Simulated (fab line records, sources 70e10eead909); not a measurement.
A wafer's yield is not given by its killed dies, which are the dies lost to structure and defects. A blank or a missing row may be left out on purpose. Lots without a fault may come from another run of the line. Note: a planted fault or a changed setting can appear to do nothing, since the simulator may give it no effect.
Chamber matching    flow nand-harc    NHARC_A_M0_ETCH_34 on rie-diel-10 has 4 sister chambers
The step etches the open film in N2/H2, target depth 40 nm, overetch 12 nm, time 43.94 s. 7 wafers are shown with their chamber, then 7 later ones without.

WAFERS WITH THEIR CHAMBER
wafer   chamber  drypump-motor-current-A (A)  rf-vpp-V (V)
L080.6  1        5.8                          425.9
L081.5  3        5.7                          432.4
L081.6  2        5.3                          430.8
L082.4  1        5.8                          427.6
L082.5  0        6.3                          428.6
L086.1  2        5.3                          429.9
L086.2  0        6.2                          429.5

WAFERS WITHOUT THEIR CHAMBER
wafer   drypump-motor-current-A (A)  rf-vpp-V (V)
L086.6  5.3                          430.7
L090.1  5.3                          431.6
L090.5  5.7                          434.1
L090.6  6.2                          427.7
L091.2  6.3                          429.6
L091.4  5.8                          427.0
L091.6  5.3                          432.0

WHICH CHAMBER EACH WENT THROUGH
wafer   from the rows above  in truth
L086.6  2                    2
L090.1  2                    2
L090.5  3                    3
L090.6  0                    0
L091.2  0                    0
L091.4  1                    1
L091.6  2                    2
7 of 7 placed correctly. Left unplaced by these rows: 0. Placed wrongly: 0.
How it was worked out, from the rows above alone: a wafer's distance from a chamber is the root of the sum, over the readings, of the square of ((its reading less the chamber's mean) divided by the reading's scatter). The wafer belongs to the nearest chamber; if the next one is less than 2 further off, it can't be placed. A chamber's mean is the mean of its shown wafers. The scatter: the root of (the sum of the squares of (reading less its chamber's mean) over the shown wafers, divided by (wafers less chambers)).
